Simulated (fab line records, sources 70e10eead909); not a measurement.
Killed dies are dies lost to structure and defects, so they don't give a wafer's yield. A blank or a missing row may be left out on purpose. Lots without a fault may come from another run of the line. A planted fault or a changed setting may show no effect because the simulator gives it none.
fab line records | flow nand_harc
record lots=12 wafers=36 last_day=33
route steps=1302 shown A_SLIT@937 A_SIN_REMOVE@951 A_WL_FILL@971 END@1302
lots that met no fault: from a run of the same line without faults
start_h: hours from the record's first day to the start of the lot's first wafer shown | wait_h: hours since the lot's step before | " the same as in the row above | L1.1+2: a row that stands for several wafers | - no value, or no start given | * or withheld: withheld | < > ~ a bound
route shown NAME@n: a module of which the file shows steps, and the number in the route of the first | usual: mean/standard deviation of fault-free wafers | same: alike in all rows | chamber/n: place in a boat | sites: the reading at each site | _std_site: their standard deviation | _edge_site: outer sites' mean less inner sites' | radius_mm: how far each site lies from the wafer's centre | mask NAME#n: copy n | behind: the tool/chamber that last shaped the wafer | hold: why the lot was held/for how many hours/how that ended | device: the transistor (n, p or np) that didn't switch | end of line: the same wafers' tests at the end of the route | a step without rows: its recipe alone | killed: dies lost to structure and defects at the first sort, not the wafer's yield | map: a wafer's dies, x killed, . not, _ none there
set.NAME: the setting as run; set.NAME@STEP: as run at that earlier step | model.NAME: the simulator's own value behind a step, which no gauge read
steps of the route over a sample of lots; a table a step, a row a wafer
services: from which hour (start_h, from the record's first day; less than 0 if before it) a tool's chamber was out of use, for how many hours, and why
## steps
# step NHARC_A_SLIT_ETCH_24
# recipe target_depth_a=1210 time_s=60.5 cf4_flow_sccm=100 chf3_flow_sccm=30 ar_flow_sccm=0 rf_w=500 bias_w=200 chemistry=CF4/CHF3
# usual bias_w=200.0/0.64 drypump_motor_current_A=5.7/0.39 oes_product_au=0.961/0.018 rf_vpp_V=369.7/2.2 showerhead_plenum_p_Torr=1.55/0.056 throttle_valve_pct=16.803/0.0098
# columns lot.wafer tool chamber start_h wait_h bias_w drypump_motor_current_A oes_product_au rf_hours_counter_h rf_vpp_V showerhead_plenum_p_Torr throttle_valve_pct
L374.1 rie_diel-07 3 445.56 0.1 201.2 6.4 0.995 7.8 368.5 1.50 16.803
L374.6 " 2 " " 199.9 6.0 0.959 - 370.6 1.61 16.801
L374.5 " 3 " " 200.5 6.4 0.990 - 369.3 1.50 16.812
L376.3 rie_diel-07 2 455.73 0.1 200.3 6.0 0.963 8.0 371.0 1.61 16.797
L376.1 " 3 " " 201.0 6.4 0.974 9.0 367.7 1.50 16.789
L376.6 " 2 " " 200.1 6.0 0.968 - 373.5 1.61 16.802
L378.1 rie_diel-02 0 474.12 0.1 199.5 5.6 0.996 3.9 368.6 1.52 16.798
L378.2 " 3 " " 199.4 6.0 0.983 3.6 368.2 1.51 16.811
L378.6 " 1 " " 201.3 6.0 0.983 - 367.8 1.48 16.804
L377.3 rie_diel-01 2 474.75 0.1 199.8 5.3 0.971 3.2 370.2 1.58 16.817
L377.4 " 0 " " 200.0 6.0 0.976 4.3 371.2 1.57 16.798
L377.6 " 3 " " 199.6 5.6 0.963 - 370.2 1.53 16.804
L383.2 rie_diel-02 2 539.96 0.1 200.1 6.0 0.980 7.5 367.9 1.49 16.800
L383.4 " 0 " " 200.5 5.6 0.970 8.2 367.4 1.52 16.800
L383.3 " 1 " " 200.2 6.0 0.961 7.5 368.2 1.48 16.797
L384.3 rie_diel-02 3 551.38 0.1 201.0 6.0 0.930 9.4 369.0 1.51 16.824
L384.6 " 3 " " 200.0 6.0 0.921 - 368.8 1.51 16.797
L384.5 " 0 " " 201.2 5.6 0.931 - 368.4 1.52 16.807
L386.4 rie_diel-01 3 577.87 0.1 200.1 5.6 0.955 0.5 367.6 1.53 16.816
L386.6 " 0 " " 201.1 6.0 0.969 - 371.6 1.57 16.815
L386.5 " 1 " " 200.2 5.4 0.985 - 368.4 1.52 16.820
L389.3 rie_diel-07 3 592.56 0.1 199.4 6.4 0.969 4.1 367.9 1.50 16.783
L389.6 " 1 " " 200.7 5.6 0.965 - 370.4 1.51 16.817
L389.5 " 2 " " 199.9 6.0 0.971 - 371.1 1.61 16.797
L393.3 rie_diel-01 2 646.37 0.1 199.1 5.2 0.928 4.7 369.4 1.57 16.812
L393.4 " 0 " " 200.1 6.0 0.949 4.4 370.9 1.57 16.792
L393.5 " 1 " " 200.9 5.3 0.955 - 369.2 1.52 16.803
L394.2 rie_diel-01 2 668.97 0.1 200.3 5.3 0.945 6.3 371.7 1.57 16.807
L394.1 " 3 " " 200.4 5.7 0.947 6.3 368.9 1.53 16.795
L394.5 " 2 " " 199.6 5.3 0.943 - 370.7 1.57 16.781
L397.4 rie_diel-02 3 672.73 0.1 199.4 6.0 0.971 4.1 368.2 1.51 16.779
L397.3 " 1 " " 200.9 6.0 0.961 4.5 368.2 1.48 16.796
L397.5 " 2 " " 200.4 6.1 0.968 - 366.6 1.49 16.805
L396.3 rie_diel-07 0 673.68 0.1 200.8 5.1 0.964 0.3 373.5 1.68 16.821
L396.2 " 2 " " 199.8 6.0 0.967 0.2 371.3 1.61 16.800
L396.5 " 3 " " 199.5 6.4 0.965 - 368.4 1.50 16.804
# step NHARC_A_SLIT_ETCH_17
# recipe bias_v=900 source_w=withheld pressure_mtorr=20 ar_flow_sccm=375 c4f8_flow_sccm=83.3 o2_flow_sccm=41.7 time_s=4254.5 target_depth_a=2.03e+05 chemistry=C4F8/O2/Ar
# usual drypump_motor_current_A=5.9/0.62 showerhead_plenum_p_Torr=3.68/0.11 throttle_valve_pct=32.046/0.0089
# columns lot.wafer tool chamber start_h wait_h drypump_motor_current_A rf_hours_counter_h showerhead_plenum_p_Torr throttle_valve_pct
L374.1 har_etch-02 0 447.66 - 6.1 35 3.90 32.069
L374.6 " 1 449.44 - 6.7 - 3.64 32.056
L374.5 " 0 " " 6.1 - 3.90 32.035
L376.1 har_etch-01 1 458.08 - 5.0 249 3.65 32.041
L376.3 " 1 459.28 - 5.0 - 3.65 32.035
L376.6 " 0 " " 6.0 - 3.65 32.049
L378.2 har_etch-01 1 475.30 - 5.1 260 3.65 32.053
L378.1 " 0 " " 6.0 260 3.65 32.050
L378.6 " 1 477.69 - 5.0 - 3.65 32.036
L377.3 har_etch-02 0 478.20 - 6.1 - 3.89 32.043
L377.4 " 1 " " 6.8 - 3.63 32.050
L377.6 " 1 479.99 - 6.7 - 3.63 32.048
L383.2 har_etch-01 1 541.74 - 5.1 295 3.63 32.042
L383.3 " 0 " " 6.0 - 3.63 32.058
L383.4 " 1 " " 5.1 - 3.63 32.041
L384.3 har_etch-02 1 553.77 - 6.7 - 3.61 32.061
L384.5 " 1 554.98 - 6.7 - 3.61 32.040
L384.6 " 0 " " 6.1 - 3.87 32.043
L386.4 har_etch-01 1 582.67 - 5.0 - 3.62 32.053
L386.5 " 1 583.90 - 5.1 - 3.62 32.043
L386.6 " 1 585.12 - 5.0 - 3.62 32.031
L389.3 har_etch-02 0 599.25 - 6.1 - 3.85 32.047
L389.5 " 0 600.47 - 6.0 - 3.85 32.031
L389.6 " 1 " " 6.7 - 3.59 32.048
L393.3 har_etch-01 0 648.76 - 6.0 - 3.61 32.039
L393.4 " 1 " " 5.0 - 3.60 32.036
L393.5 " 0 " " 6.0 - 3.61 32.044
L394.2 har_etch-01 1 670.12 - 5.0 360 3.59 32.050
L394.1 " 0 " " 6.0 345 3.60 32.038
L394.5 " 0 673.15 - 6.0 - 3.60 32.030
L397.3 har_etch-01 0 675.15 - 6.0 - 3.60 32.037
L397.4 " 1 " " 5.0 - 3.59 32.055
L397.5 " 0 " " 6.0 - 3.60 32.056
L396.2 har_etch-02 0 675.68 - 6.1 181 3.82 32.047
L396.3 " 1 " " 6.7 - 3.57 32.034
L396.5 " 1 677.47 - 6.7 - 3.57 32.045
# step NHARC_A_SIN_REMOVE_INSPECT_04
# usual raw_defect_count=414/100
# columns lot.wafer tool chamber start_h wait_h raw_defect_count
L374.1 defect_inspect-02 - 458.67 0.0 391
L374.5 " - " " 379
L374.6 " - " " 422
L376.1 defect_inspect-02 - 469.04 0.0 406
L376.3 " - " " 438
L376.6 " - " " 341
L378.1 defect_inspect-01 - 486.90 0.0 391
L378.2 " - " " 371
L378.6 " - " " 492
L377.3 defect_inspect-01 - 488.70 0.0 450
L377.4 " - " " 376
L377.6 " - " " 337
L383.2 defect_inspect-02 - 552.77 0.0 417
L383.3 " - " " 338
L383.4 " - " " 406
L384.3 defect_inspect-01 - 564.21 0.0 516
L384.5 " - " " 470
L384.6 " - " " 395
L386.4 defect_inspect-02 - 593.44 0.0 466
L386.5 " - " " 494
L386.6 " - " " 517
L389.3 defect_inspect-02 - 610.04 0.0 310
L389.5 " - " " 271
L389.6 " - " " 247
L393.3 defect_inspect-01 - 659.24 0.0 355
L393.4 " - " " 587
L393.5 " - " " 406
L394.1 defect_inspect-01 - 681.79 0.0 331
L394.2 " - " " 448
L394.5 " - " " 335
L397.3 defect_inspect-01 - 685.63 0.0 399
L397.4 " - " " 352
L397.5 " - " " 390
L396.2 defect_inspect-01 - 685.63 0.1 357
L396.3 " - " " 290
L396.5 " - " " 282
# step NHARC_A_WL_FILL_CVD_23
# recipe target_thk_a=400 temp_c=620 pressure_mtorr=200 time_s=800 material=poly-Si
# usual spike_tc_bottom_C=637/3.8
# columns lot.wafer tool chamber start_h wait_h spike_tc_bottom_C
L374.1 lpcvd_poly-03 0 473.21 2.3 635
L374.5 " 0 " " 636
L374.6 " 0 " " 634
L376.1 lpcvd_poly-01 0 484.97 2.4 643
L376.3 " 0 " " 644
L376.6 " 0 " " 643
L377.3 lpcvd_poly-03 0 502.68 2.6 633
L377.4 " 0 " " 634
L377.6 " 0 " " 636
L378.1 lpcvd_poly-03 0 532.68 32.6 635
L378.2 " 0 " " 634
L378.6 " 0 " " 634
L384.3 lpcvd_poly-03 0 578.46 2.3 634
L384.5 " 0 " " 634
L384.6 " 0 " " 634
L383.2 lpcvd_poly-02 0 602.11 34.1 641
L383.3 " 0 " " 642
L383.4 " 0 " " 640
L389.3 lpcvd_poly-03 0 622.81 2.3 633
L389.5 " 0 " " 635
L389.6 " 0 " " 633
L386.4 lpcvd_poly-01 0 637.50 32.4 644
L386.5 " 0 " " 642
L386.6 " 0 " " 644
L393.3 lpcvd_poly-03 0 674.93 2.3 636
L393.4 " 0 " " 635
L393.5 " 0 " " 632
L394.1 lpcvd_poly-02 0 700.81 2.4 642
L394.2 " 0 " " 641
L394.5 " 0 " " 640
L396.2 lpcvd_poly-02 0 700.81 0.8 641
L396.3 " 0 " " 642
L396.5 " 0 " " 640
L397.3 lpcvd_poly-02 0 700.81 1.0 638
L397.4 " 0 " " 639
L397.5 " 0 " " 642
# step NHARC_END_SORT_01
# recipe temp_c=25
# usual killed_at_array=52/18 killed_at_other=1.2/1.5 killed_at_periphery=4/3.2 killed_dies=57/17 killed_open=3.1/1.9 killed_short=2.5/1.7
# same gross_dies=677
# columns lot.wafer tool chamber start_h wait_h killed_at_array killed_at_other killed_at_periphery killed_dies killed_open killed_short
L378.1 prober-01 0 616.29 2.5 68 1 0 69 4 0
L378.2 prober-01 0 617.08 2.8 67 2 3 72 3 1
L378.6 prober-01 0 620.24 4.0 67 1 4 72 5 3
L383.2 prober-02 0 685.61 2.8 96 1 1 98 0 0
L383.3 prober-02 0 686.40 3.1 72 2 2 76 2 1
L383.4 prober-02 0 687.20 3.4 60 1 2 63 1 2
L386.4 prober-02 0 717.94 3.4 65 0 3 68 2 1
L386.5 prober-02 0 718.74 3.7 70 0 5 75 0 2
L386.6 prober-02 0 719.54 4.0 68 0 2 70 7 3
# killed by level:class
L378.1 A_SLIT:chamber_film_flake=31 A_CHANNEL_HOLE_D1:chamber_film_flake=23 A_CHANNEL_HOLE_D2:chamber_film_flake=6 A_STAIRCASE:chamber_film_flake=2 A_DECK1_JOINT:geometric_particle:open=1 A_ONON_D2:geometric_particle:open=1 A_CONTACT:geometric_particle:open=1 A_M1:geometric_particle:open=1
L378.2 A_CHANNEL_HOLE_D1:chamber_film_flake=37 A_SLIT:chamber_film_flake=15 A_CHANNEL_HOLE_D2:chamber_film_flake=8 A_ZERO_WELL:chamber_film_flake=2 P_M0:geometric_particle:open=1 A_WL_FILL:geometric_particle:open=1 A_WL_FILL:geometric_particle:short=1 STARTING-WAFER:geometric_particle:open=1
L378.6 A_CHANNEL_HOLE_D1:chamber_film_flake=24 A_SLIT:chamber_film_flake=20 A_CHANNEL_HOLE_D2:chamber_film_flake=7 A_CONTACT:chamber_film_flake=4 A_STAIRCASE:chamber_film_flake=3 A_ONON_D2:geometric_particle:short=2 P_M0:chamber_film_flake=2 P_M0:geometric_particle:open=1
L383.2 A_CHANNEL_HOLE_D1:chamber_film_flake=37 A_SLIT:chamber_film_flake=30 A_CHANNEL_HOLE_D2:chamber_film_flake=16 A_STAIRCASE:chamber_film_flake=5 A_CHANNEL_FILL_D1:chamber_film_flake=3 A_WL_FILL:chamber_film_flake=3 A_CONTACT:chamber_film_flake=2 P_M2:chamber_film_flake=1
L383.3 A_CHANNEL_HOLE_D1:chamber_film_flake=30 A_SLIT:chamber_film_flake=22 A_CHANNEL_HOLE_D2:chamber_film_flake=13 A_STAIRCASE:chamber_film_flake=3 P_M0:geometric_particle:open=1 A_WL_FILL:geometric_particle:short=1 A_M0:geometric_particle:open=1 P_M2:chamber_film_flake=1
L383.4 A_SLIT:chamber_film_flake=25 A_CHANNEL_HOLE_D1:chamber_film_flake=21 A_CHANNEL_HOLE_D2:chamber_film_flake=7 A_CONTACT:chamber_film_flake=2 A_CHANNEL_FILL_D1:geometric_particle:open=1 A_CHANNEL_FILL_D2:geometric_particle:short=1 P_STI:chamber_film_flake=1 P_M2:chamber_film_flake=1
L386.4 A_SLIT:chamber_film_flake=30 A_CHANNEL_HOLE_D1:chamber_film_flake=28 A_CONTACT:chamber_film_flake=3 P_GATE:chamber_film_flake=2 A_ONON_D2:geometric_particle:short=1 A_ONON_D2:geometric_particle:open=1 A_M0:geometric_particle:open=1 P_ZERO_WELL:chamber_film_flake=1
L386.5 A_CHANNEL_HOLE_D1:chamber_film_flake=38 A_SLIT:chamber_film_flake=25 P_GATE:chamber_film_flake=4 A_ZERO_WELL:chamber_film_flake=3 A_STAIRCASE:chamber_film_flake=3 P_M0:geometric_particle:short=1 A_ONON_D1:geometric_particle:short=1
L386.6 A_SLIT:chamber_film_flake=27 A_CHANNEL_HOLE_D1:chamber_film_flake=26 A_ONON_D2:geometric_particle:open=3 A_ZERO_WELL:chamber_film_flake=3 A_BLC:geometric_particle:open=2 A_CONTACT:chamber_film_flake=2 A_CHANNEL_FILL_D1:geometric_particle:open=1 A_ONON_D2:geometric_particle:short=1
## services
# columns tool chamber start_h hours kind
rie_diel-07 0 425.52 - clean
rie_diel-07 1 425.52 - clean
rie_diel-07 2 425.52 - clean
rie_diel-07 3 425.52 - clean
rie_diel-02 0 427.20 - clean
rie_diel-02 1 427.20 - clean
rie_diel-02 2 427.20 - clean
rie_diel-02 3 427.20 - clean
rie_diel-02 3 427.35 5.1 repair
rie_diel-07 - 471.20 9.0 pm
lpcvd_poly-02 - 484.54 1.6 repair
rie_diel-02 - 517.84 0.4 repair
rie_diel-07 1 541.29 1.2 repair
rie_diel-01 - 557.80 9.0 pm
lpcvd_poly-01 - 566.00 26.0 pm
rie_diel-02 - 570.70 9.0 pm
har_etch-01 0 575.47 - consumable_replace:esc
har_etch-01 0 575.47 17.0 scheduled_down
har_etch-01 0 575.47 17.0 vent_cycle
rie_diel-07 3 585.70 4.5 repair
rie_diel-01 0 621.67 9.4 repair
har_etch-01 - 622.45 16.6 repair
rie_diel-02 0 637.12 3.6 repair
rie_diel-07 - 648.20 9.0 pm
## key
first_sign step=NHARC_A_WL_FILL_CVD_23 reading=wait_h direction=changed
effect none on later readings
met_at NHARC_A_WL_FILL_CVD_23
struck_lots L378,L383,L386
struck_wafers L378.1,L378.2,L378.6,L383.2,L383.3,L383.4,L386.4,L386.5,L386.6
tester_left_out L378,L383,L386
not_acting_at NHARC_A_SLIT_ETCH_24,NHARC_A_SLIT_ETCH_17,NHARC_A_SIN_REMOVE_INSPECT_04
fault kind=queue_time_violation tool=lpcvd_poly-01,lpcvd_poly-02,lpcvd_poly-03 chamber=0 onset_h=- steps=NHARC_A_WL_FILL_CVD_23 delay_hr=30 scope=struck_lots_only
# tester_left_out: of these lots the tester's yield and bins aren't shown, on N5 and GAA mostly nor the transistor test; their killed dies are dies lost to structure and defects alone, not to doping, threshold or leakage, so they don't give the yield
